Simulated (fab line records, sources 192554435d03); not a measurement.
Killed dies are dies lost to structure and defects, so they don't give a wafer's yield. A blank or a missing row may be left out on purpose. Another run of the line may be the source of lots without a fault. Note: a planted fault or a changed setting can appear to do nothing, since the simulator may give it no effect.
Struck lot and sound lot, side by side || flow n5Finfet || 15 out of 1938 route steps
Sound: wafers L478.1, L478.3, L478.6. Wafers struck: L486.1, L486.4, L486.5. The cause comes at the end.
At each step with rows: each side's tool, then ch and its chambers, then its first start. Under that, the readings that differ: sound wafers || struck wafers || difference of the means || sigmas: that difference in standard deviations of wafers without a fault.
alike: a reading whose means differ by less than 2 such deviations, as well as words and numbers matching on both sides. not compared: withheld readings; readings where some wafer has no value; bounds like >300 that might hide an equal value; numbers whose values overlap and for which the record gives no deviation.
Wherever a step has rows on one side only, a row that says differs or no value, or a row with sigmas, the two part there. Numbers that don't overlap but have no deviation are shown without sigmas and don't part them. A reading missing from all wafers of one side parts the sides only when that side holds two or more wafers.

first, 2 steps without rows for these wafers: N5_BEOL_M0_SPUTTER_116 (material Cu, target thk 4 nm, time 7.37 s); N5_BEOL_M0_ANNEAL_117 (time 60 s).
N5_BEOL_M0_SPUTTER_132: material Cu, target thk 4 nm, time 7.37 s.
  sound on pvdSputter-01, day 7 18:37; struck on pvdSputter-02, day 9 10:08
{"reading": "throttleValvePct (%)", "sound": "27.8 30.2 27.9", "struck": "30.6 31.5 31.3", "difference": "+2.5", "sigmas": "+2"}
then, 1 step without rows for these wafers: N5_BEOL_M0_ANNEAL_133 (time 60 s).
N5_BEOL_M0_SPUTTER_134: material Cu, target thk 4 nm, time 7.37 s.
  sound on pvdSputter-01, day 7 18:44; struck on pvdSputter-02, day 9 10:15
{"reading": "throttleValvePct (%)", "sound": "28.1 30.4 27.7", "struck": "30.6 31.7 31.7", "difference": "+2.6", "sigmas": "+2"}
N5_BEOL_M0_ANNEAL_135: time 60 s.
  sound on pvdSputter-01, day 7 18:49; struck on pvdSputter-02, day 9 10:20
  alike: heaterPowerW
then, 3 steps without rows for these wafers: N5_BEOL_M0_SPUTTER_141 (material Cu, target thk 4 nm, time 7.37 s); N5_BEOL_M0_ECD_118 (material Cu, target thk 300 nm); N5_BEOL_M0_ANNEAL_119 (time 90 s).
N5_BEOL_M0_CMP_120: polishes, stops on SiOC, t overpolish 6.9 s.
  sound on cmp-04 ch 1,3, day 7 19:20; struck on cmp-04 ch 1,2,3, day 9 10:56
  alike: barrierFieldEndpointS, clearingPlatenDownForcePsi, motorCurrentA, overpolishRunS, timeToEndpointS
  not compared: padLifeWafers
N5_BEOL_M0_PRE_CLEAN_131: time 15 s.
  sound on cvdCo-02 ch 0,1, day 7 19:40; struck on cvdCo-02 ch 0,2, day 9 11:12
  alike: heaterPowerW
N5_BEOL_M0_CO_CAP_123: material Co, precursor CCTBA/H2, target thk 2 nm, time 102.1 s.
  sound on cvdCo-02 ch 0,1, day 7 19:43; struck on cvdCo-02 ch 0,2, day 9 11:14
  no value came back on the struck wafers for chamberPressureTorr (Torr), heaterPowerOuterW (W), heaterPowerW (W); on the sound wafers chamberPressureTorr (Torr) reads 30.17 29.96 30.06
then, 1 step without rows for these wafers: N5_BEOL_M0_PRE_CLEAN_124 (time 15 s).
-- a jump in the record: the struck wafers' starts before and after are 3 days apart (it breaks off in module BEOL_M0 and resumes in module BEOL_M4, where the first step shown is number 1111 of the route) --
N5_BEOL_M4_RC_MEAS_101:
  sound on prober-01 ch 0, day 9 15:13; struck on prober-02 ch 0, day 12 03:48
{"reading": "ION_P (uA/um)", "sound": "468 466 474", "struck": "460 447 452", "difference": -16, "sigmas": -2}
  alike: DIBL_N, DIBL_P, IOFF_N, IOFF_P, ION_N, SS_N, SS_P, VT_N, VT_P
-- record jumps: 4 days separate the struck wafers' starts on either side; left off in module BEOL_M4, taken up again in module PASSIVATION, whose first shown step is the route's number 1936 --
N5_PASSIVATION_PROBE_49:
  sound on prober-01, day 14 04:49; struck on prober-02, day 16 10:57
{"reading": "defectLimitedYield (%)", "sound": "89.1 90.9 90.3", "struck": 93.3, "difference": "+3.2", "sigmas": "+2"}
{"reading": "killedDies", "sound": "129 107 115", "struck": 79, "difference": -38, "sigmas": -2}
{"reading": "killedOpen", "sound": "82 73 73", "struck": 43, "difference": -33, "sigmas": -3}
{"reading": "sort_bin_6_memory (%)", "sound": "4.1 4.1 3.3", "struck": 2.3, "difference": -1.5, "sigmas": -3}
{"reading": "sortNPass", "sound": "1051 1073 1065", "struck": 1101, "difference": "+38", "sigmas": "+2"}
{"reading": "sortYieldPct (%)", "sound": "89.1 90.9 90.3", "struck": 93.3, "difference": "+3.2", "sigmas": "+2"}
  alike: killed_at_M0_to_M3, killed_at_M4_up, killedAtContacts, killedAtFrontEnd, killedAtOther, killedShort, sort_bin_5_function

== WHERE THEY PART ==
Last at N5_PASSIVATION_PROBE_49 as far as this record goes, first at N5_BEOL_M0_SPUTTER_132.

WHY: what had been put in by the simulator
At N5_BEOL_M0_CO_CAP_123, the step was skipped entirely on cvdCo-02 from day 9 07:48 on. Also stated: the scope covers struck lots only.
